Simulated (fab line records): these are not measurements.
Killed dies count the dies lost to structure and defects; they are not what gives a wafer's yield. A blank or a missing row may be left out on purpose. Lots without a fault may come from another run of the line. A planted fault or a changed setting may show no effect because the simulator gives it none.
fab line records + flow nandHarc
record:
- lots: 12
- wafers: 36
- lastDay: 33
route steps=1302 shown A_CONTACT@1102 A_BLC@1122 END@1302
lots that met no fault: from a run of the same line without faults
startH: hours from the record's opening day to when the first of the lot's shown wafers began + waitH: hours elapsed since this lot's preceding step + " same as the row above + L1.1+2: a single row standing in for several wafers + - no value, or no start was given + * or withheld: withheld + < > ~ a bound
route shown NAME@n: names a module that has steps shown in the file, with the first one's number in the route + usual: mean and standard deviation over wafers with no fault + same: alike in all rows + chamber/n: place in a boat + sites: per-site readings + _std_site: the standard deviation of these + _edge_site: the outer-site mean with the inner-site mean subtracted + radiusMm: for every site, how far away it sits from the centre of the wafer + mask NAME#n: copy n + behind: the most recent tool/chamber to have shaped the wafer + hold: why the lot was held/for how many hours/how that ended + device: the transistor (n, p or np) that didn't switch + end of line: the same wafers' tests at the end of the route + a step with no rows: only its recipe + killed: at the first sort, the dies lost to defects and structure; wafer yield is something else + map: dies across one wafer; x = killed, . = not, _ = none there
set.NAME: setting as actually run; set.NAME@STEP: the setting as run at that earlier step + model.NAME: the simulator's own value behind a step, which no gauge read
one table for each step of the route and one row for each wafer, over a sample of lots
services: when a tool's chamber went out of use (startH, in hours from the record's first day, below 0 if earlier), for how many hours, and the reason
== steps ==
step: NHARC_A_CONTACT_CVD_19
recipe:
- targetThkA: 3000
- tempC: 300
- pressureTorr: 40
- wf6FlowSccm: 40
- h2FlowSccm: 1600
- arFlowSccm: 1560
- timeS: 802
- material: W
usual:
- heaterPowerW: 472/39
- throttleValvePct: 8.13/0.19
same:
- timeS: 802
| lot.wafer | tool    | chamber | startH | waitH | heaterPowerW | sinceWetCleanH | throttleValvePct |
|-----------|---------|---------|--------|-------|--------------|----------------|------------------|
| L231.1    | cvdW-01 | 0       | -      | -     | 451          | 158            | 8.26             |
| L231.4    | "       | 0       | "      | "     | 441          | -              | 7.88             |
| L231.5    | "       | 0       | "      | "     | 472          | -              | 7.91             |
| L233.2    | cvdW-02 | 0       | -      | -     | 436          | 90             | 7.86             |
| L233.3    | "       | 1       | "      | "     | 463          | -              | 8.39             |
| L233.5    | "       | 1       | "      | "     | 459          | -              | 8.22             |
| L230.1    | cvdW-02 | 1       | -      | -     | 451          | 96             | 8.24             |
| L230.2    | "       | 0       | "      | "     | 426          | 96             | 8.31             |
| L230.3    | "       | 0       | "      | "     | 433          | -              | 8.02             |
| L237.2    | cvdW-01 | 0       | -      | -     | 448          | 53             | 8.17             |
| L237.3    | "       | 1       | "      | "     | 561          | -              | 7.97             |
| L237.6    | "       | 1       | "      | "     | 540          | -              | 8.17             |
| L238.1    | cvdW-01 | 0       | -      | -     | 458          | 64             | 8.17             |
| L238.4    | "       | 0       | "      | "     | 460          | -              | 8.11             |
| L238.5    | "       | 0       | "      | "     | 451          | -              | 8.09             |
| L245.1    | cvdW-01 | 1       | -      | -     | 539          | 138            | 8.22             |
| L245.4    | "       | 0       | "      | "     | 453          | -              | 8.00             |
| L245.3    | "       | 1       | "      | "     | 547          | -              | 8.28             |
| L244.4    | cvdW-02 | 0       | -      | -     | 436          | -              | 7.99             |
| L244.5    | "       | 0       | "      | "     | 450          | -              | 8.10             |
| L244.6    | "       | 1       | "      | "     | 489          | -              | 8.09             |
| L246.2    | cvdW-02 | 1       | -      | -     | 503          | 62             | 7.90             |
| L246.4    | "       | 1       | "      | "     | 510          | -              | 8.03             |
| L246.6    | "       | 1       | "      | "     | 507          | -              | 8.41             |
| L249.1    | cvdW-01 | 1       | -      | -     | 538          | 153            | 8.05             |
| L249.4    | "       | 0       | "      | "     | 449          | -              | 8.09             |
| L249.5    | "       | 1       | "      | "     | 537          | -              | 8.35             |
| L248.2    | cvdW-02 | 1       | -      | -     | 496          | 71             | 8.35             |
| L248.5    | "       | 1       | "      | "     | 492          | -              | 8.26             |
| L248.6    | "       | 0       | "      | "     | 440          | -              | 8.28             |
| L250.1    | cvdW-02 | 0       | -      | -     | 432          | 84             | 8.23             |
| L250.6    | "       | 1       | "      | "     | 487          | -              | 8.07             |
| L250.5    | "       | 0       | "      | "     | 436          | -              | 8.22             |
| L247.1    | cvdW-02 | 1       | -      | -     | 498          | 85             | 8.15             |
| L247.6    | "       | 1       | "      | "     | 490          | -              | 8.32             |
| L247.5    | "       | 0       | "      | "     | 440          | -              | 8.36             |
step: NHARC_A_BLC_ETCH_17
recipe:
- targetDepthA: 3900
- overEtchFrac: 0.25
- timeS: 609.38
- ionEnergyEv: 200
- n2FlowSccm: 150
- h2FlowSccm: 150
- arFlowSccm: 0
- rfW: 400
- biasW: 150
- chemistry: N2/H2
usual:
- drypumpMotorCurrentA: 5.6/0.43
- oesProductAu: 0.998/0.0075
- rfFwdPowerW: 399.6/1.2
- rfVppV: 430.5/2.5
- showerheadPlenumPTorr: 2.04/0.09
- throttleValvePct: 14.172/0.0093
same:
- timeS: 609.38
| lot.wafer | tool       | chamber | startH | waitH | drypumpMotorCurrentA | oesProductAu | rfFwdPowerW | rfHoursCounterH | rfVppV | showerheadPlenumPTorr | throttleValvePct |
|-----------|------------|---------|--------|-------|----------------------|--------------|-------------|-----------------|--------|-----------------------|------------------|
| L231.4    | rieDiel-06 | 3       | -      | -     | 5.7                  | 1.000        | 399.2       | 4               | 429.5  | 1.97                  | 14.174           |
| L231.1    | "          | 0       | "      | "     | 5.3                  | 1.011        | 397.8       | 4               | 430.4  | 2.04                  | 14.171           |
| L231.5    | "          | 0       | "      | "     | 5.3                  | 1.000        | 400.2       | -               | 430.6  | 2.04                  | 14.165           |
| L233.3    | rieDiel-06 | 2       | -      | -     | 5.0                  | 0.995        | 399.1       | 5               | 433.1  | 2.16                  | 14.177           |
| L233.2    | "          | 0       | "      | "     | 5.3                  | 1.002        | 397.8       | 5               | 430.0  | 2.04                  | 14.176           |
| L233.5    | "          | 2       | "      | "     | 5.0                  | 0.989        | 399.6       | -               | 433.2  | 2.16                  | 14.180           |
| L230.2    | rieDiel-06 | 3       | -      | -     | 5.8                  | 0.992        | 397.4       | 6               | 428.7  | 1.97                  | 14.183           |
| L230.3    | "          | 0       | "      | "     | 5.3                  | 0.998        | 400.2       | 6               | 430.4  | 2.04                  | 14.172           |
| L230.1    | "          | 2       | "      | "     | 5.0                  | 1.000        | 400.5       | 6               | 433.1  | 2.16                  | 14.173           |
| L237.2    | rieDiel-06 | 1       | -      | -     | 5.6                  | 0.998        | 399.2       | 10              | 432.0  | 2.09                  | 14.175           |
| L237.3    | "          | 2       | "      | "     | 5.0                  | 0.996        | 401.0       | 11              | 434.1  | 2.16                  | 14.169           |
| L237.6    | "          | 0       | "      | "     | 5.3                  | 1.000        | 400.6       | -               | 431.2  | 2.04                  | 14.190           |
| L238.1    | rieDiel-11 | 2       | -      | -     | 6.5                  | 1.003        | 398.8       | 1               | 426.8  | 1.88                  | 14.161           |
| L238.4    | "          | 3       | "      | "     | 5.3                  | 0.998        | 399.5       | 1               | 435.3  | 2.15                  | 14.167           |
| L238.5    | "          | 3       | "      | "     | 5.3                  | 0.989        | 400.4       | -               | 432.9  | 2.15                  | 14.180           |
| L245.3    | rieDiel-09 | 0       | -      | -     | 5.2                  | 1.007        | 399.0       | 3               | 428.2  | 2.00                  | 14.175           |
| L245.4    | "          | 1       | "      | "     | 5.5                  | 1.002        | 399.8       | 6               | 434.7  | 2.20                  | 14.176           |
| L245.1    | "          | 3       | "      | "     | 6.5                  | 1.000        | 399.9       | 4               | 431.5  | 2.09                  | 14.158           |
| L244.4    | rieDiel-11 | 3       | -      | -     | 5.3                  | 0.992        | 399.7       | 7               | 433.1  | 2.15                  | 14.159           |
| L244.5    | "          | 2       | "      | "     | 6.6                  | 0.999        | 399.1       | -               | 426.8  | 1.88                  | 14.174           |
| L244.6    | "          | 3       | "      | "     | 5.3                  | 0.982        | 398.8       | -               | 433.3  | 2.15                  | 14.183           |
| L246.2    | rieDiel-06 | 0       | -      | -     | 5.3                  | 1.000        | 398.7       | 3               | 430.7  | 2.04                  | 14.169           |
| L246.4    | "          | 1       | "      | "     | 5.6                  | 0.998        | 400.6       | 3               | 433.3  | 2.09                  | 14.163           |
| L246.6    | "          | 0       | "      | "     | 5.3                  | 1.003        | 400.8       | -               | 431.0  | 2.04                  | 14.197           |
| L249.1    | rieDiel-06 | 3       | -      | -     | 5.7                  | 0.984        | 399.3       | 3               | 429.4  | 1.96                  | 14.167           |
| L249.4    | "          | 0       | "      | "     | 5.3                  | 0.996        | 400.4       | 4               | 430.9  | 2.04                  | 14.174           |
| L249.5    | "          | 3       | "      | "     | 5.8                  | 0.985        | 400.9       | -               | 428.4  | 1.96                  | 14.182           |
| L248.2    | rieDiel-06 | 3       | -      | -     | 5.7                  | 0.995        | 401.3       | 4               | 428.5  | 1.96                  | 14.176           |
| L248.5    | "          | 3       | "      | "     | 5.8                  | 0.986        | 400.3       | -               | 428.5  | 1.96                  | 14.164           |
| L248.6    | "          | 0       | "      | "     | 5.3                  | 1.006        | 398.8       | -               | 430.2  | 2.04                  | 14.168           |
| L250.1    | rieDiel-06 | 3       | -      | -     | 5.8                  | 0.988        | 401.3       | 5               | 429.1  | 1.96                  | 14.177           |
| L250.6    | "          | 2       | "      | "     | 5.0                  | 0.995        | 402.3       | -               | 433.8  | 2.15                  | 14.165           |
| L250.5    | "          | 3       | "      | "     | 5.8                  | 0.988        | 400.3       | -               | 427.6  | 1.96                  | 14.173           |
| L247.1    | rieDiel-09 | 2       | -      | -     | 5.8                  | 0.992        | 398.4       | 18              | 430.6  | 2.04                  | 14.160           |
| L247.6    | "          | 0       | "      | "     | 5.2                  | 1.000        | 398.9       | -               | 430.6  | 1.99                  | 14.175           |
| L247.5    | "          | 1       | "      | "     | 5.5                  | 1.005        | 400.4       | -               | 434.5  | 2.19                  | 14.168           |
step: NHARC_A_BLC_DEGAS_30
recipe:
- tempC: 300
- timeS: 60
usual:
- heaterPowerW: 453/22
same:
- timeS: 60
| lot.wafer | tool          | chamber | startH | waitH | heaterPowerW |
|-----------|---------------|---------|--------|-------|--------------|
| L231.1    | pvdSputter-02 | -       | 541.64 | -     | 444          |
| L231.4    | "             | -       | "      | "     | 467          |
| L231.5    | "             | -       | "      | "     | 444          |
| L233.2    | pvdSputter-01 | -       | 556.74 | -     | 469          |
| L233.3    | "             | -       | "      | "     | 460          |
| L233.5    | "             | -       | "      | "     | 479          |
| L230.3    | pvdSputter-02 | -       | 562.85 | -     | 467          |
| L230.1    | "             | -       | "      | "     | 515          |
| L230.2    | "             | -       | "      | "     | 461          |
| L237.2    | pvdSputter-02 | -       | 616.87 | -     | 441          |
| L237.3    | "             | -       | "      | "     | 511          |
| L237.6    | "             | -       | "      | "     | 459          |
| L238.4    | pvdSputter-01 | -       | 627.29 | -     | 445          |
| L238.1    | "             | -       | "      | "     | 455          |
| L238.5    | "             | -       | "      | "     | 442          |
| L245.4    | pvdSputter-01 | -       | 701.43 | -     | 431          |
| L245.3    | "             | -       | "      | "     | 450          |
| L245.1    | "             | -       | "      | "     | 457          |
| L244.4    | pvdSputter-02 | -       | 701.82 | -     | 457          |
| L244.6    | "             | -       | "      | "     | 473          |
| L244.5    | "             | -       | "      | "     | 471          |
| L246.4    | pvdSputter-01 | -       | 709.40 | -     | 449          |
| L246.2    | "             | -       | "      | "     | 430          |
| L246.6    | "             | -       | "      | "     | 435          |
| L249.1    | pvdSputter-01 | -       | 716.14 | -     | 429          |
| L249.4    | "             | -       | "      | "     | 433          |
| L249.5    | "             | -       | "      | "     | 421          |
| L248.2    | pvdSputter-03 | -       | 718.08 | -     | 488          |
| L248.5    | "             | -       | "      | "     | 444          |
| L248.6    | "             | -       | "      | "     | 465          |
| L250.1    | pvdSputter-01 | -       | 731.11 | -     | 428          |
| L250.5    | "             | -       | "      | "     | 452          |
| L250.6    | "             | -       | "      | "     | 420          |
| L247.1    | pvdSputter-01 | -       | 732.76 | -     | 430          |
| L247.5    | "             | -       | "      | "     | 454          |
| L247.6    | "             | -       | "      | "     | 444          |
step: NHARC_A_BLC_CMP_25
recipe:
- tOverpolishS: 30
- targetThkNm: 150
usual:
- edgeZonePressureFrac: 0.999/0.0044
- motorCurrentA: 11.7/0.92
- overpolishRunS: 30.000/0.0091
- timeToEndpointS: 31.0/2.3
| lot.wafer | tool   | chamber | startH | waitH | edgeZonePressureFrac | motorCurrentA | overpolishRunS | timeToEndpointS |
|-----------|--------|---------|--------|-------|----------------------|---------------|----------------|-----------------|
| L231.4    | cmp-01 | 2       | 542.61 | 0.3   | 1.000                | 11.3          | 30.006         | 30.8            |
| L231.1    | "      | 1       | "      | "     | 1.002                | 13.3          | 30.005         | 31.4            |
| L231.5    | "      | 2       | "      | "     | 0.992                | 10.2          | 30.006         | 33.4            |
| L233.2    | cmp-01 | 3       | 557.75 | 0.5   | 0.989                | 10.9          | 29.991         | 27.7            |
| L233.3    | "      | 0       | "      | "     | 1.004                | 12.2          | 30.006         | 29.6            |
| L233.5    | "      | 1       | "      | "     | 0.990                | 12.1          | 30.015         | 28.6            |
| L230.1    | cmp-04 | 1       | 563.88 | 0.4   | 1.008                | 10.7          | 30.008         | 32.0            |
| L230.3    | "      | 2       | "      | "     | 1.003                | 10.7          | 29.991         | 31.4            |
| L230.2    | "      | 3       | "      | "     | 1.005                | 12.7          | 29.994         | 34.2            |
| L237.2    | cmp-02 | 1       | 617.93 | 0.5   | -                    | -             | -              | -               |
| L237.3    | "      | 2       | "      | "     | -                    | -             | -              | -               |
| L237.6    | "      | 3       | "      | "     | -                    | -             | -              | -               |
| L238.4    | cmp-01 | 2       | 628.29 | 0.3   | -                    | -             | -              | -               |
| L238.1    | "      | 0       | "      | "     | -                    | -             | -              | -               |
| L238.5    | "      | 1       | "      | "     | -                    | -             | -              | -               |
| L245.4    | cmp-02 | 2       | 702.43 | 0.3   | 1.001                | 10.9          | 30.013         | 32.4            |
| L245.3    | "      | 3       | "      | "     | 1.001                | 13.1          | 30.014         | 34.5            |
| L245.1    | "      | 0       | "      | "     | 1.010                | 10.6          | 29.991         | 32.9            |
| L244.4    | cmp-02 | 3       | 702.83 | 0.2   | 1.001                | 12.8          | 29.994         | 30.4            |
| L244.5    | "      | 3       | "      | "     | 1.003                | 12.4          | 29.997         | 33.2            |
| L244.6    | "      | 0       | "      | "     | 1.002                | 11.2          | 29.994         | 30.2            |
| L246.2    | cmp-02 | 3       | 710.37 | 0.4   | 0.998                | 12.4          | 29.990         | 29.7            |
| L246.4    | "      | 0       | "      | "     | 0.996                | 11.0          | 29.985         | 29.4            |
| L246.6    | "      | 3       | "      | "     | 0.997                | 12.5          | 29.999         | 30.4            |
| L249.4    | cmp-02 | 3       | 717.14 | 0.3   | 0.997                | 12.8          | 30.003         | 37.9            |
| L249.1    | "      | 1       | "      | "     | 1.003                | 12.7          | 30.003         | 35.8            |
| L249.5    | "      | 0       | "      | "     | 0.999                | 10.3          | 29.996         | 35.4            |
| L248.2    | cmp-02 | 3       | 719.11 | 0.4   | 0.992                | 12.8          | 30.000         | 33.7            |
| L248.6    | "      | 1       | "      | "     | 1.002                | 12.3          | 29.999         | 32.9            |
| L248.5    | "      | 2       | "      | "     | 1.005                | 11.3          | 29.995         | 32.9            |
| L250.1    | cmp-04 | 2       | 732.12 | 0.4   | 1.002                | 9.7           | 30.012         | 29.9            |
| L250.6    | "      | 1       | "      | "     | 1.002                | 11.0          | 30.004         | 28.8            |
| L250.5    | "      | 2       | "      | "     | 0.997                | 10.1          | 29.998         | 28.2            |
| L247.1    | cmp-01 | 2       | 733.73 | 0.5   | 0.995                | 11.5          | 30.008         | 33.0            |
| L247.6    | "      | 1       | "      | "     | 1.000                | 13.2          | 30.012         | 30.7            |
| L247.5    | "      | 2       | "      | "     | 1.002                | 10.9          | 29.988         | 30.0            |
step: NHARC_A_BLC_INSPECT_28
usual:
- rawDefectCount: 482/100
| lot.wafer | tool             | chamber | startH | waitH | rawDefectCount |
|-----------|------------------|---------|--------|-------|----------------|
| L231.1    | defectInspect-02 | -       | 543.03 | 0.1   | 524            |
| L231.4    | "                | -       | "      | "     | 431            |
| L231.5    | "                | -       | "      | "     | 510            |
| L233.2    | defectInspect-01 | -       | 558.11 | 0.1   | 614            |
| L233.3    | "                | -       | "      | "     | 557            |
| L233.5    | "                | -       | "      | "     | 533            |
| L230.1    | defectInspect-01 | -       | 564.28 | 0.1   | 489            |
| L230.2    | "                | -       | "      | "     | 555            |
| L230.3    | "                | -       | "      | "     | 513            |
| L237.2    | defectInspect-01 | -       | 618.28 | 0.1   | 6526           |
| L237.3    | "                | -       | "      | "     | 6814           |
| L237.6    | "                | -       | "      | "     | 6788           |
| L238.1    | defectInspect-01 | -       | 628.66 | 0.1   | 6723           |
| L238.4    | "                | -       | "      | "     | 6784           |
| L238.5    | "                | -       | "      | "     | 6740           |
| L245.1    | defectInspect-02 | -       | 702.81 | 0.1   | 472            |
| L245.3    | "                | -       | "      | "     | 429            |
| L245.4    | "                | -       | "      | "     | 501            |
| L244.4    | defectInspect-01 | -       | 703.23 | 0.1   | 731            |
| L244.5    | "                | -       | "      | "     | 512            |
| L244.6    | "                | -       | "      | "     | 536            |
| L246.2    | defectInspect-02 | -       | 710.77 | 0.1   | 526            |
| L246.4    | "                | -       | "      | "     | 694            |
| L246.6    | "                | -       | "      | "     | 398            |
| L249.1    | defectInspect-02 | -       | 717.54 | 0.1   | 381            |
| L249.4    | "                | -       | "      | "     | 382            |
| L249.5    | "                | -       | "      | "     | 375            |
| L248.2    | defectInspect-02 | -       | 719.46 | 0.1   | 544            |
| L248.5    | "                | -       | "      | "     | 633            |
| L248.6    | "                | -       | "      | "     | 385            |
| L250.1    | defectInspect-02 | -       | 732.50 | 0.1   | 284            |
| L250.5    | "                | -       | "      | "     | 349            |
| L250.6    | "                | -       | "      | "     | 362            |
| L247.1    | defectInspect-02 | -       | 734.10 | 0.1   | 338            |
| L247.5    | "                | -       | "      | "     | 350            |
| L247.6    | "                | -       | "      | "     | 343            |
step: NHARC_END_SORT_01
recipe:
- tempC: 25
usual:
- killedAtArray: 52/16
- killedAtOther: 0.8/1.1
- killedAtPeriphery: 4.2/2.5
- killedDies: 57/16
- killedOpen: 3.4/2
- killedShort: 2.6/1.6
same:
- grossDies: 677
| lot.wafer | tool      | chamber | startH | waitH | killedAtArray | killedAtOther | killedAtPeriphery | killedDies | killedOpen | killedShort |
|-----------|-----------|---------|--------|-------|---------------|---------------|-------------------|------------|------------|-------------|
| L237.2    | prober-01 | 0       | 660.67 | 2.8   | 672           | 1             | 4                 | 677        | 3          | 1           |
| L237.3    | prober-01 | 0       | 661.46 | 3.1   | 670           | 0             | 7                 | 677        | 4          | 2           |
| L237.6    | prober-01 | 0       | 663.84 | 4.0   | 674           | 1             | 2                 | 677        | 3          | 3           |
| L238.1    | prober-02 | 0       | 668.62 | 2.5   | 669           | 0             | 8                 | 677        | 1          | 1           |
| L238.4    | prober-02 | 0       | 670.98 | 3.4   | 669           | 1             | 7                 | 677        | 5          | 1           |
| L238.5    | prober-02 | 0       | 671.76 | 3.7   | 671           | 2             | 4                 | 677        | 3          | 2           |
killed by level:class
L237.2 A_BLC:areaCmp=639 A_CHANNEL_HOLE_D2:chamberFilmFlake=12 A_STAIRCASE:chamberFilmFlake=6 A_WL_FILL:chamberFilmFlake=4 A_CHANNEL_HOLE_D1:chamberFilmFlake=3 A_SLIT:chamberFilmFlake=3 P_M2:chamberFilmFlake=2 P_BONDPAD:chamberFilmFlake=2
L237.3 A_BLC:areaCmp=643 A_CHANNEL_HOLE_D2:chamberFilmFlake=13 A_STAIRCASE:chamberFilmFlake=4 A_SLIT:chamberFilmFlake=3 P_STI:chamberFilmFlake=2 P_BONDPAD:chamberFilmFlake=2 P_GATE:geometricParticle:open=1 P_CONTACT:geometricParticle:open=1
L237.6 A_BLC:areaCmp=642 A_CHANNEL_HOLE_D2:chamberFilmFlake=12 A_STAIRCASE:chamberFilmFlake=7 A_CHANNEL_FILL_D1:geometricParticle:short=2 P_STI:chamberFilmFlake=2 A_SLIT:chamberFilmFlake=2 A_CONTACT:chamberFilmFlake=2 A_ONON_D1:geometricParticle:open=1
L238.1 A_BLC:areaCmp=626 A_CHANNEL_HOLE_D1:chamberFilmFlake=20 A_CONTACT:chamberFilmFlake=8 P_BONDPAD:chamberFilmFlake=6 A_CHANNEL_HOLE_D2:chamberFilmFlake=5 A_CHANNEL_FILL_D2:chamberFilmFlake=3 A_SLIT:chamberFilmFlake=3 P_M2:geometricParticle:short=1
L238.4 A_BLC:areaCmp=620 A_CHANNEL_HOLE_D1:chamberFilmFlake=37 P_CONTACT:chamberFilmFlake=3 P_BONDPAD:chamberFilmFlake=2 A_CHANNEL_HOLE_D2:chamberFilmFlake=2 A_CHANNEL_FILL_D2:chamberFilmFlake=2 P_M0:geometricParticle:open=1 P_M1:geometricParticle:open=1
L238.5 A_BLC:areaCmp=620 A_CHANNEL_HOLE_D1:chamberFilmFlake=29 P_BONDPAD:chamberFilmFlake=4 A_STAIRCASE:chamberFilmFlake=4 A_CONTACT:chamberFilmFlake=4 A_CHANNEL_HOLE_D2:chamberFilmFlake=3 A_CHANNEL_FILL_D2:chamberFilmFlake=3 A_SLIT:chamberFilmFlake=3
== services ==
| tool          | chamber | startH | hours | kind   |
|---------------|---------|--------|-------|--------|
| pvdSputter-02 | -       | 520.80 | 1.1   | repair |
| cmp-02        | -       | 526.51 | 4.0   | pm     |
| cvdW-01       | 1       | 527.27 | 11.9  | repair |
| rieDiel-11    | 1       | 535.49 | 10.5  | repair |
| cvdW-01       | -       | 547.00 | 13.0  | pm     |
| cmp-01        | -       | 577.50 | 4.0   | pm     |
| cmp-02        | -       | 581.55 | 3.5   | repair |
| pvdSputter-01 | -       | 589.66 | 10.0  | pm     |
| cmp-02        | -       | 624.51 | 4.0   | pm     |
| cvdW-02       | -       | 631.00 | 13.0  | pm     |
| cmp-02        | -       | 636.79 | 2.4   | repair |
| cmp-01        | -       | 641.40 | 1.3   | repair |
| pvdSputter-02 | -       | 642.37 | 10.0  | pm     |
| rieDiel-06    | 2       | 659.73 | 17.2  | repair |
| rieDiel-06    | -       | 661.29 | 9.0   | pm     |
| cmp-02        | -       | 661.99 | 4.9   | repair |
| cmp-01        | -       | 675.50 | 4.0   | pm     |
| cmp-01        | -       | 701.28 | 2.0   | repair |
| cmp-01        | -       | 704.09 | 1.2   | repair |
| cmp-02        | -       | 717.43 | 0.6   | repair |
| cmp-02        | -       | 722.51 | 4.0   | pm     |
| pvdSputter-02 | -       | 725.52 | 2.6   | repair |
| cvdW-01       | -       | 728.00 | 13.0  | pm     |
| cmp-02        | -       | 732.72 | 1.5   | repair |
== key ==
firstSign:
- step: NHARC_A_BLC_CMP_25
- reading: toolRecord
- direction: missing
effect:
- step: NHARC_A_BLC_INSPECT_28
- reading: rawDefectCount
- direction: up
- sigmas: 61
- usual: 482
- struck: 6729
effect:
- step: NHARC_END_SORT_01
- reading: killedAtArray
- direction: up
- sigmas: 39
- usual: 52
- struck: 671
moreKillsBornAt:
- NHARC_A_BLC_CMP_25@cmp-02: 1924
- NHARC_A_BLC_CMP_25@cmp-01: 1866
metAt NHARC_A_BLC_CMP_25
struckLots L237,L238
laterRowsLeftOut L237.2,L237.3,L237.6,L238.1,L238.4,L238.5
testerLeftOut L237,L238
notActingAt NHARC_A_CONTACT_CVD_19,NHARC_A_BLC_ETCH_17,NHARC_A_BLC_DEGAS_30
onsetBetween 557.75 617.93
fault:
- kind: skippedStepWhole
- tool: cmp-01,cmp-02
- chamber: -
- onsetH: 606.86
- steps: NHARC_A_BLC_CMP_25
- scope: struckLotsOnly
testerLeftOut: of these lots the tester's yield and bins aren't shown, on N5 and GAA mostly nor the transistor test; their killed dies are dies lost to structure and defects alone, not to doping, threshold or leakage, so they don't give the yield
laterRowsLeftOut: the simulator's readings of these wafers behind a module that went badly wrong aren't trusted and aren't shown, but for the sort
